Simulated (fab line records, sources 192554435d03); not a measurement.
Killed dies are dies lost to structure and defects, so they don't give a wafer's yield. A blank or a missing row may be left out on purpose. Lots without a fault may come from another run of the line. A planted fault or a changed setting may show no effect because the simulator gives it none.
Chamber matching | flow n5_finfet | N5_BEOL_M6_ETCH_62 on rie_diel-02: 4 sister chambers
The step etches SOC in N2/H2, target depth 110 nm, overetch 22 nm, time 165 s. 8 wafers are shown with their chamber, then 10 later ones without.

WAFERS WITH THEIR CHAMBER
wafer  | chamber | drypump_motor_current_A (A) | throttle_valve_pct (%)
L077.6 | 0       | 5.6                         | 18.00
L083.1 | 0       | 5.6                         | 18.01
L083.2 | 3       | 4.9                         | 17.93
L086.1 | 3       | 4.9                         | 17.96
L086.3 | 1       | 5.4                         | 17.48
L086.4 | 2       | 5.0                         | 18.19
L088.1 | 2       | 5.0                         | 18.17
L088.2 | 1       | 5.3                         | 17.48

WAFERS WITHOUT THEIR CHAMBER
wafer  | drypump_motor_current_A (A) | throttle_valve_pct (%)
L088.3 | 4.9                         | 17.95
L087.3 | 5.6                         | 18.02
L087.5 | 5.6                         | 18.02
L087.6 | 4.9                         | 17.95
L091.3 | 4.9                         | 17.96
L091.4 | 5.0                         | 18.20
L091.6 | 5.6                         | 18.04
L093.1 | 5.6                         | 18.05
L093.4 | 5.3                         | 17.50
L093.6 | 5.0                         | 18.22

WHICH CHAMBER EACH WENT THROUGH
wafer  | from the rows above | in truth
L088.3 | 3                   | 3
L087.3 | 0                   | 0
L087.5 | 0                   | 0
L087.6 | 3                   | 3
L091.3 | 3                   | 3
L091.4 | 2                   | 2
L091.6 | 0                   | 0
L093.1 | 0                   | 0
L093.4 | 1                   | 1
L093.6 | 2                   | 2
Placed correctly: 10 of 10. Can't be placed from these rows: 0. Placed wrongly: 0.
How it was worked out, from the rows above alone: a wafer's distance from a chamber is the root of the sum, over the readings, of the square of ((its reading less the chamber's mean) divided by the reading's scatter). The wafer belongs to the nearest chamber; if the next one is less than 2 further off, it can't be placed. A chamber's mean is the mean of its shown wafers. The scatter: the root of (the sum of the squares of (reading less its chamber's mean) over the shown wafers, divided by (wafers less chambers)).
